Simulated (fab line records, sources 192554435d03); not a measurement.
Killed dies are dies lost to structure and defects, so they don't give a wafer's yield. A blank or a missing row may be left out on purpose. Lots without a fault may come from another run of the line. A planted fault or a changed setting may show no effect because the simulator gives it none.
Chamber matching | flow n5_finfet | N5_SD_EPI_N_ETCH_34 on rie_diel-03: 4 sister chambers
The step etches SiARC in CF4, target depth 45.5 nm, time 75.8 s. 4 wafers are shown with their chamber, then 10 later ones without.

WAFERS WITH THEIR CHAMBER
wafer  | chamber | drypump_motor_current_A (A)
L087.1 | 2       | 5.5
L087.3 | 1       | 5.7
L091.1 | 0       | 6.1
L091.2 | 3       | 5.6

WAFERS WITHOUT THEIR CHAMBER
wafer  | drypump_motor_current_A (A)
L091.4 | 5.6
L092.2 | 5.5
L092.3 | 5.6
L092.4 | 5.6
L093.3 | 5.6
L093.4 | 6.2
L093.5 | 5.5
L094.2 | 6.1
L094.3 | 5.6
L094.5 | 5.5

WHICH CHAMBER EACH WENT THROUGH
wafer  | from the rows above | in truth
L091.4 | 3                   | 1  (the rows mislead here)
L092.2 | 2                   | 2
L092.3 | 3                   | 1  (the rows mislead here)
L092.4 | 3                   | 3
L093.3 | 3                   | 3
L093.4 | 0                   | 0
L093.5 | 2                   | 2
L094.2 | 0                   | 0
L094.3 | 3                   | 3
L094.5 | 2                   | 2
Placed correctly: 8 of 10. Can't be placed from these rows: 0. Placed wrongly: 2.
How it was worked out, from the rows above alone: a wafer's distance from a chamber is the root of the sum, over the readings, of the square of ((its reading less the chamber's mean) divided by the reading's scatter). The wafer belongs to the nearest chamber; if the next one is less than 2 further off, it can't be placed. A chamber's mean is the mean of its shown wafers. The scatter: with one shown wafer a chamber, the root of the mean of the squares of how far each hidden wafer lies from its nearest shown one.
